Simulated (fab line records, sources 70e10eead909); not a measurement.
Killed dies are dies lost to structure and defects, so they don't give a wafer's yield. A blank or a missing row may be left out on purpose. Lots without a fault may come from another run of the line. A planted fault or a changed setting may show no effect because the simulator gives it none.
fab line records | flow nand_harc
record lots=13 wafers=39 last_day=32
route steps=1302 shown A_SLIT@946 A_WL_FILL@965 A_CONTACT@983 END@1302
lots that met no fault: from a run of the same line without faults
start_h: hours from the record's first day to the start of the lot's first wafer shown | wait_h: hours since the lot's step before | " the same as in the row above | L1.1+2: a row that stands for several wafers | - no value, or no start given | * or withheld: withheld | < > ~ a bound
route shown NAME@n: a module of which the file shows steps, and the number in the route of the first | usual: mean/standard deviation of fault-free wafers | same: alike in all rows | chamber/n: place in a boat | sites: the reading at each site | _std_site: their standard deviation | _edge_site: outer sites' mean less inner sites' | radius_mm: how far each site lies from the wafer's centre | mask NAME#n: copy n | behind: the tool/chamber that last shaped the wafer | hold: why the lot was held/for how many hours/how that ended | device: the transistor (n, p or np) that didn't switch | end of line: the same wafers' tests at the end of the route | a step without rows: its recipe alone | killed: dies lost to structure and defects at the first sort, not the wafer's yield | map: a wafer's dies, x killed, . not, _ none there
set.NAME: the setting as run; set.NAME@STEP: as run at that earlier step | model.NAME: the simulator's own value behind a step, which no gauge read
steps of the route over a sample of lots; a table a step, a row a wafer
services: from which hour (start_h, from the record's first day; less than 0 if before it) a tool's chamber was out of use, for how many hours, and why
## steps
# step NHARC_A_SLIT_CD_MEAS_21
# usual cd_nm=289.5/1
# columns lot.wafer tool chamber start_h wait_h cd_nm
L282.2 cd_sem-03 - 467.20 - 288.4
L282.4 " - " " 288.2
L282.5 " - " " 288.2
L286.4 cd_sem-03 - 485.39 - 289.3
L286.5 " - " " 287.8
L286.6 " - " " 288.9
L284.1 cd_sem-01 - 489.14 - 290.6
L284.4 " - " " 289.3
L284.6 " - " " 289.2
L285.1 cd_sem-02 - 492.99 - 290.5
L285.3 " - " " 289.7
L285.5 " - " " 288.7
L283.1 cd_sem-01 - 495.20 - 287.9
L283.2 " - " " 287.7
L283.6 " - " " 288.1
L287.2 cd_sem-01 - 517.34 - 288.8
L287.4 " - " " 289.6
L287.5 " - " " 289.2
L292.1 cd_sem-03 - 567.20 - 291.0
L292.2 " - " " 290.6
L292.6 " - " " 290.5
L291.3 cd_sem-03 - 575.06 - 290.9
L291.4 " - " " 289.7
L291.5 " - " " 291.2
L290.2 cd_sem-03 - 578.81 - 289.5
L290.3 " - " " 289.5
L290.4 " - " " 289.4
L294.2 cd_sem-02 - 586.84 - 288.6
L294.4 " - " " 290.4
L294.6 " - " " 289.2
L298.1 cd_sem-03 - 635.16 - 288.0
L298.3 " - " " 289.3
L298.5 " - " " 289.4
L300.2 cd_sem-03 - 649.68 - 291.6
L300.4 " - " " 291.5
L300.5 " - " " 291.8
L301.2 cd_sem-02 - 659.81 - 288.3
L301.4 " - " " 289.5
L301.5 " - " " 289.1
# step NHARC_A_WL_FILL_ALD_10
# recipe target_thk_a=500 pulse_time_s=10 ald_cycles=500 temp_c=300 material=SiO2
# usual heater_power_w=444/56 precursor_pulse_height_rel=1.002/0.022
# columns lot.wafer tool chamber start_h wait_h heater_power_w precursor_pulse_height_rel
L282.4 ald_hk-03 0 485.05 1.1 499 1.007
L282.2 " 1 486.07 2.1 523 1.000
L282.5 " 0 489.11 5.1 507 0.973
L284.1 ald_hk-04 0 502.56 0.7 419 0.998
L284.4 " 1 " " 413 1.036
L284.6 " 3 504.10 2.3 499 1.009
L286.4 ald_hk-03 3 502.75 0.9 376 1.036
L286.5 " 2 504.30 2.5 474 0.993
L286.6 " 3 " " 371 1.018
L285.3 ald_hk-03 1 508.23 0.0 531 0.986
L285.1 " 2 " " 470 0.939
L285.5 " 1 510.33 2.1 522 0.982
L283.2 ald_hk-04 0 510.10 1.9 410 0.994
L283.1 " 1 " " 411 0.990
L283.6 " 3 511.68 3.5 509 0.986
L287.2 ald_hk-03 0 533.30 0.6 483 1.013
L287.4 " 1 " " 527 1.015
L287.5 " 0 535.31 2.6 493 1.006
L292.2 ald_hk-02 0 582.26 1.1 455 0.950
L292.1 " 1 " " 536 1.004
L292.6 " 3 583.82 2.6 383 0.991
L291.4 ald_hk-04 1 589.36 0.6 420 0.992
L291.3 " 2 " " 377 1.004
L291.5 " 0 590.89 2.1 426 0.980
L290.2 ald_hk-02 0 597.13 0.1 438 0.976
L290.3 " 1 " " 522 0.985
L290.4 " 2 " " 421 1.025
L294.2 ald_hk-04 1 602.50 1.1 422 1.002
L294.4 " 2 " " 381 1.008
L294.6 " 3 " " 522 1.038
L298.1 ald_hk-02 1 648.59 0.1 524 1.020
L298.3 " 0 650.14 1.6 449 0.998
L298.5 " 2 651.18 2.6 430 0.976
L300.4 ald_hk-04 1 663.40 0.1 406 0.996
L300.2 " 0 664.93 1.6 420 1.020
L300.5 " 1 " " 401 1.007
L301.2 ald_hk-03 2 673.96 0.6 494 0.999
L301.4 " 0 674.99 1.6 534 0.994
L301.5 " 2 676.01 2.6 494 1.025
# step NHARC_A_WL_FILL_ETCHBACK_26
# recipe target_depth_a=520 time_s=13.3 hbr_flow_sccm=150 rf_w=350 icp_w=350 bias_w=60 chemistry=HBr
# usual drypump_motor_current_A=5.6/0.4 oes_product_au=0.998/0.0089 throttle_valve_pct=23.265/0.0089
# columns lot.wafer tool chamber start_h wait_h drypump_motor_current_A oes_product_au rf_hours_counter_h throttle_valve_pct
L282.2 rie_si-06 3 497.10 0.4 6.2 1.003 0.4 23.284
L282.4 " 2 " " 5.6 0.989 0.5 23.274
L282.5 " 0 " " 5.2 0.998 - 23.261
L284.1 rie_si-06 3 512.13 0.4 6.2 1.002 0.5 23.251
L284.4 " 2 " " 5.6 0.996 0.5 23.280
L284.6 " 3 " " 6.2 1.010 - 23.256
L286.4 rie_si-03 1 512.13 0.4 5.1 0.994 0.3 23.264
L286.5 " 1 " " 5.1 0.992 - 23.267
L286.6 " 2 " " 5.9 1.003 - 23.251
L285.1 rie_si-02 1 518.39 0.4 5.4 0.990 0.4 23.253
L285.3 " 3 " " 6.0 1.001 0.5 23.264
L285.5 " 1 " " 5.4 1.001 - 23.266
L283.2 rie_si-06 3 518.39 0.4 6.2 1.008 0.6 23.239
L283.1 " 2 " " 5.6 0.987 0.6 23.243
L283.6 " 0 " " 5.2 0.994 - 23.269
L287.2 rie_si-02 2 542.68 0.4 5.5 0.987 0.5 23.273
L287.4 " 3 " " 6.0 0.995 0.5 23.275
L287.5 " 2 " " 5.5 1.003 - 23.257
L292.2 rie_si-03 0 593.23 0.4 6.0 1.002 0.7 23.269
L292.1 " 2 " " 5.9 1.007 0.8 23.273
L292.6 " 1 " " 5.1 0.993 - 23.277
L291.3 rie_si-06 1 598.76 0.4 5.0 1.009 1.1 23.257
L291.4 " 3 " " 6.2 1.002 1.1 23.271
L291.5 " 0 " " 5.2 0.988 - 23.269
L290.3 rie_si-02 2 607.21 0.4 5.5 0.993 1.1 23.267
L290.2 " 3 " " 6.0 0.991 0.9 23.266
L290.4 " 0 " " 6.2 1.008 0.9 23.258
L294.4 rie_si-02 3 611.46 0.4 6.0 1.004 0.9 23.281
L294.2 " 2 " " 5.5 0.989 1.1 23.270
L294.6 " 3 " " 6.0 0.997 - 23.267
L298.1 rie_si-02 1 658.66 0.4 5.4 0.998 0.1 23.265
L298.3 " 2 " " 5.5 0.994 0.1 23.242
L298.5 " 0 " " 6.2 0.895 - 23.267
L300.4 rie_si-06 0 673.43 0.4 5.2 0.992 0.5 23.265
L300.2 " 2 " " 5.6 0.981 0.3 23.270
L300.5 " 0 " " 5.2 0.993 - 23.261
L301.4 rie_si-02 0 683.49 0.4 6.2 1.002 0.3 23.260
L301.2 " 1 " " 5.4 0.909 0.3 23.260
L301.5 " 1 " " 5.4 0.901 - 23.262
# step NHARC_A_CONTACT_DEP_24
# recipe target_thk_a=5000 temp_c=400 pressure_torr=6.5 rf_w=900 teos_flow_sccm=161.4 flow_sccm=2650 target_thk_nm=500 gas=O2 material=SiO2
# usual heater_power_w=529/100 throttle_valve_pct=15.7/0.4
# columns lot.wafer tool chamber start_h wait_h heater_power_w throttle_valve_pct
L282.2 pecvd-04 1 498.46 0.2 444 15.2
L282.5 " 0 " " 670 15.7
L282.4 " 1 " " 318 15.2
L284.1 pecvd-01 2 513.44 0.2 593 14.8
L284.6 " 0 " " 687 15.7
L284.4 " 2 " " 450 15.3
L286.5 pecvd-03 2 513.50 0.3 688 16.1
L286.4 " 0 " " 542 15.3
L286.6 " 1 " " 463 16.2
L285.3 pecvd-03 0 519.64 0.1 541 15.5
L285.1 " 1 " " 357 16.3
L285.5 " 0 " " 561 15.4
L283.2 pecvd-03 0 519.95 0.4 537 15.6
L283.1 " 2 " " 559 16.3
L283.6 " 0 " " 578 15.6
L287.2 pecvd-01 1 543.92 0.1 374 15.5
L287.4 " 2 " " 583 15.0
L287.5 " 0 " " 592 15.5
L292.2 pecvd-03 0 594.46 0.1 510 15.6
L292.1 " 1 " " 435 15.8
L292.6 " 0 " " 559 15.4
L291.3 pecvd-03 0 600.05 0.2 518 15.5
L291.5 " 1 " " 412 15.8
L291.4 " 2 " " 708 16.0
L290.2 pecvd-04 1 608.41 0.1 360 15.2
L290.3 " 2 " " 640 16.1
L290.4 " 2 " " 477 16.0
L294.2 pecvd-03 1 612.70 0.1 395 15.4
L294.6 " 0 " " 456 15.8
L294.4 " 2 " " 691 16.0
L298.3 pecvd-01 0 660.11 0.1 583 16.1
L298.1 " 1 " " 455 16.4
L298.5 " 0 " " 596 15.9
L300.2 pecvd-04 0 675.27 0.7 551 15.6
L300.5 " 1 " " 388 15.1
L300.4 " 2 " " 581 16.3
L301.2 pecvd-04 2 684.75 0.1 562 16.0
L301.4 " 0 " " 610 15.5
L301.5 " 1 " " 429 15.4
# step NHARC_END_SORT_01
# recipe temp_c=25
# usual killed_at_array=51/17 killed_at_other=1.0/1.2 killed_at_periphery=3.4/2.5 killed_dies=56/17 killed_open=3.3/2.1 killed_short=2.6/1.6
# same gross_dies=677
# columns lot.wafer tool chamber start_h wait_h killed_at_array killed_at_other killed_at_periphery killed_dies killed_open killed_short
L282.2 prober-01 0 581.94 2.8 67 2 4 73 2 6
L282.4 prober-01 0 583.56 3.4 51 1 5 57 7 2
L282.5 prober-01 0 584.36 3.7 55 0 3 58 10 1
L290.2 prober-02 0 689.82 2.8 60 1 2 63 5 0
L290.3 prober-02 0 690.62 3.1 75 0 6 81 9 2
L290.4 prober-02 0 691.43 3.4 45 1 2 48 4 3
L294.2 prober-02 0 702.90 2.8 43 0 1 44 0 2
L294.4 prober-02 0 704.53 3.4 70 1 3 74 2 4
L294.6 prober-02 0 706.15 4.1 48 0 5 53 3 2
L298.1 prober-02 0 737.58 2.6 70 2 2 74 2 2
L298.3 prober-02 0 739.16 3.1 74 1 0 75 1 3
L298.5 prober-02 0 740.74 3.7 56 2 3 61 6 1
L300.2 prober-01 0 762.22 2.8 52 1 1 54 3 2
L300.4 prober-01 0 763.82 3.4 24 1 4 29 2 1
L300.5 prober-01 0 764.62 3.7 48 0 4 52 2 1
L301.2 prober-01 0 770.02 2.8 40 2 4 46 4 1
L301.4 prober-01 0 771.62 3.4 31 1 4 36 1 3
L301.5 prober-01 0 772.43 3.7 39 0 2 41 0 2
# killed by level:class
L282.2 A_CHANNEL_HOLE_D1:chamber_film_flake=35 A_SLIT:chamber_film_flake=14 A_CHANNEL_HOLE_D2:chamber_film_flake=10 P_M1:geometric_particle:short=2 A_STAIRCASE:chamber_film_flake=2 THIN_TSV:chamber_film_flake=2 P_STI:geometric_particle:short=1 A_ONON_D1:geometric_particle:open=1
L282.4 A_SLIT:chamber_film_flake=17 A_CHANNEL_HOLE_D1:chamber_film_flake=9 A_CHANNEL_HOLE_D2:chamber_film_flake=7 A_SGD_CUT:chamber_film_flake=3 A_CONTACT:chamber_film_flake=3 A_CHANNEL_FILL_D1:chamber_film_flake=2 A_STAIRCASE:chamber_film_flake=2 P_CONTACT:geometric_particle:open=1
L282.5 A_SLIT:chamber_film_flake=23 A_CHANNEL_HOLE_D1:chamber_film_flake=10 A_CHANNEL_HOLE_D2:chamber_film_flake=4 A_CONTACT:chamber_film_flake=4 P_CONTACT:geometric_particle:open=2 A_CONTACT:geometric_particle:open=2 A_BLC:geometric_particle:open=2 A_SGD_CUT:chamber_film_flake=2
L290.2 A_CHANNEL_HOLE_D1:chamber_film_flake=30 A_CHANNEL_HOLE_D2:chamber_film_flake=13 A_CONTACT:chamber_film_flake=7 A_CHANNEL_FILL_D2:chamber_film_flake=2 A_ONON_D1:geometric_particle:open=1 A_CHANNEL_FILL_D1:geometric_particle:open=1 A_ONON_D2:geometric_particle:open=1 A_CONTACT:geometric_particle:open=1
L290.3 A_CHANNEL_HOLE_D1:chamber_film_flake=30 A_CHANNEL_HOLE_D2:chamber_film_flake=22 A_CONTACT:chamber_film_flake=7 P_STI:chamber_film_flake=4 A_STAIRCASE:chamber_film_flake=4 A_ONON_D1:geometric_particle:open=2 A_CHANNEL_FILL_D2:geometric_particle:open=2 A_SLIT:chamber_film_flake=2
L290.4 A_CHANNEL_HOLE_D2:chamber_film_flake=19 A_CHANNEL_HOLE_D1:chamber_film_flake=10 A_CONTACT:chamber_film_flake=6 A_SLIT:chamber_film_flake=2 P_M0:geometric_particle:open=1 A_SOURCE_PLATE:geometric_particle:short=1 A_CHANNEL_FILL_D1:geometric_particle:open=1 A_CHANNEL_FILL_D2:geometric_particle:open=1
L294.2 A_CHANNEL_HOLE_D2:chamber_film_flake=19 A_CHANNEL_HOLE_D1:chamber_film_flake=14 A_CONTACT:chamber_film_flake=4 A_ZERO_WELL:chamber_film_flake=2 A_STAIRCASE:chamber_film_flake=2 A_CHANNEL_HOLE_D1:geometric_particle:short=1 A_CHANNEL_FILL_D1:geometric_particle:short=1 P_GATE:chamber_film_flake=1
L294.4 A_CHANNEL_HOLE_D1:chamber_film_flake=34 A_CHANNEL_HOLE_D2:chamber_film_flake=23 A_CONTACT:chamber_film_flake=7 A_CHANNEL_FILL_D1:geometric_particle:short=2 P_ZERO_WELL:chamber_film_flake=2 P_M1:geometric_particle:open=1 A_DECK1_JOINT:geometric_particle:short=1 A_CHANNEL_FILL_D2:geometric_particle:open=1
L294.6 A_CHANNEL_HOLE_D2:chamber_film_flake=20 A_CHANNEL_HOLE_D1:chamber_film_flake=14 A_CONTACT:chamber_film_flake=5 P_GATE:chamber_film_flake=2 A_WL_FILL:chamber_film_flake=2 P_CONTACT:geometric_particle:open=1 A_ONON_D2:geometric_particle:short=1 A_WL_FILL:geometric_particle:short=1
L298.1 A_CHANNEL_HOLE_D1:chamber_film_flake=30 A_CHANNEL_HOLE_D2:chamber_film_flake=22 A_CONTACT:chamber_film_flake=9 P_ZERO_WELL:chamber_film_flake=2 A_SLIT:chamber_film_flake=2 A_CHANNEL_HOLE_D1:geometric_particle:open=1 A_CHANNEL_FILL_D1:geometric_particle:short=1 A_DECK1_JOINT:geometric_particle:short=1
L298.3 A_CHANNEL_HOLE_D1:chamber_film_flake=30 A_CHANNEL_HOLE_D2:chamber_film_flake=20 A_CONTACT:chamber_film_flake=11 A_SLIT:chamber_film_flake=5 A_WL_FILL:chamber_film_flake=3 A_ONON_D2:geometric_particle:short=1 A_ONON_D2:geometric_particle:open=1 A_SGD_CUT:geometric_particle:short=1
L298.5 A_CHANNEL_HOLE_D2:chamber_film_flake=25 A_CHANNEL_HOLE_D1:chamber_film_flake=16 A_CONTACT:chamber_film_flake=8 THIN_TSV:chamber_film_flake=2 P_GATE:geometric_particle:open=1 P_CONTACT:geometric_particle:open=1 P_M2:geometric_particle:open=1 A_CHANNEL_HOLE_D1:geometric_particle:open=1
L300.2 A_CHANNEL_HOLE_D1:chamber_film_flake=33 A_SLIT:chamber_film_flake=6 A_STAIRCASE:chamber_film_flake=4 A_CONTACT:chamber_film_flake=4 A_CHANNEL_HOLE_D1:geometric_particle:short=1 A_CHANNEL_FILL_D2:geometric_particle:open=1 A_WL_FILL:geometric_particle:short=1 A_M0:geometric_particle:open=1
L300.4 A_CONTACT:chamber_film_flake=8 A_CHANNEL_HOLE_D1:chamber_film_flake=7 A_STAIRCASE:chamber_film_flake=3 A_SLIT:chamber_film_flake=2 A_WL_FILL:chamber_film_flake=2 P_M1:geometric_particle:open=1 A_CHANNEL_FILL_D1:geometric_particle:short=1 A_M0:geometric_particle:open=1
L300.5 A_CHANNEL_HOLE_D1:chamber_film_flake=29 A_CONTACT:chamber_film_flake=9 P_ZERO_WELL:chamber_film_flake=3 A_STAIRCASE:chamber_film_flake=3 A_CHANNEL_HOLE_D2:chamber_film_flake=2 A_STAIRCASE:geometric_particle:open=1 A_SGD_CUT:geometric_particle:short=1 A_M1:geometric_particle:open=1
L301.2 A_CHANNEL_HOLE_D1:chamber_film_flake=14 A_SLIT:chamber_film_flake=9 A_CONTACT:chamber_film_flake=4 A_BONDPAD:chamber_film_flake=3 A_CHANNEL_HOLE_D2:chamber_film_flake=2 A_STAIRCASE:chamber_film_flake=2 A_WL_FILL:chamber_film_flake=2 THIN_TSV:chamber_film_flake=2
L301.4 A_CHANNEL_HOLE_D1:chamber_film_flake=12 A_BONDPAD:chamber_film_flake=7 A_SLIT:chamber_film_flake=4 A_CONTACT:chamber_film_flake=3 A_STAIRCASE:chamber_film_flake=3 P_M2:chamber_film_flake=2 P_STI:geometric_particle:open=1 A_ONON_D1:geometric_particle:short=1
L301.5 A_CHANNEL_HOLE_D1:chamber_film_flake=11 A_SLIT:chamber_film_flake=8 A_BONDPAD:chamber_film_flake=7 A_CONTACT:chamber_film_flake=6 A_STAIRCASE:chamber_film_flake=4 A_ONON_D2:geometric_particle:short=1 A_SGD_CUT:geometric_particle:short=1 P_ZERO_WELL:chamber_film_flake=1
## services
# columns tool chamber start_h hours kind
rie_si-02 0 463.00 - clean
rie_si-02 1 463.00 - clean
rie_si-02 2 463.00 - clean
rie_si-02 3 463.00 - clean
pecvd-04 - 470.62 0.7 repair
rie_si-02 1 477.88 3.6 repair
pecvd-01 - 492.57 13.0 pm
ald_hk-02 - 526.64 10.0 pm
pecvd-03 1 528.84 17.3 repair
pecvd-03 - 547.00 13.0 pm
pecvd-03 0 547.00 13.0 vent_cycle
pecvd-01 0 558.26 10.0 repair
rie_si-02 3 570.92 6.6 repair
ald_hk-03 - 575.94 10.0 pm
rie_si-06 - 603.31 9.0 pm
pecvd-04 - 610.05 0.5 repair
pecvd-03 - 629.85 2.7 repair
rie_si-03 - 630.48 9.0 pm
rie_si-02 - 631.00 9.0 pm
pecvd-04 - 631.34 13.0 pm
pecvd-03 - 633.34 106.0 repair
ald_hk-02 - 653.49 0.5 repair
ald_hk-03 - 654.73 0.5 repair
pecvd-01 - 673.57 13.0 pm
## key
first_sign step=NHARC_A_WL_FILL_ETCHBACK_26 reading=oes_product_au direction=down sigmas=11 usual=0.998 struck=0.901
effect none on later readings
met_at NHARC_A_WL_FILL_ETCHBACK_26
struck_lots L298,L301
struck_wafers L298.5,L301.2,L301.5
tester_left_out L298,L301
not_acting_at NHARC_A_SLIT_CD_MEAS_21,NHARC_A_WL_FILL_ALD_10,NHARC_A_CONTACT_DEP_24
onset_between 611.46 658.66
fault kind=process_parameter_drift tool=rie_si-02 chamber=- onset_h=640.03 steps=NHARC_A_WL_FILL_ETCHBACK_26 channel=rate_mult offset=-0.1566 shape=step end_h=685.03 scope=struck_wafers_only
# tester_left_out: of these lots the tester's yield and bins aren't shown, on N5 and GAA mostly nor the transistor test; their killed dies are dies lost to structure and defects alone, not to doping, threshold or leakage, so they don't give the yield
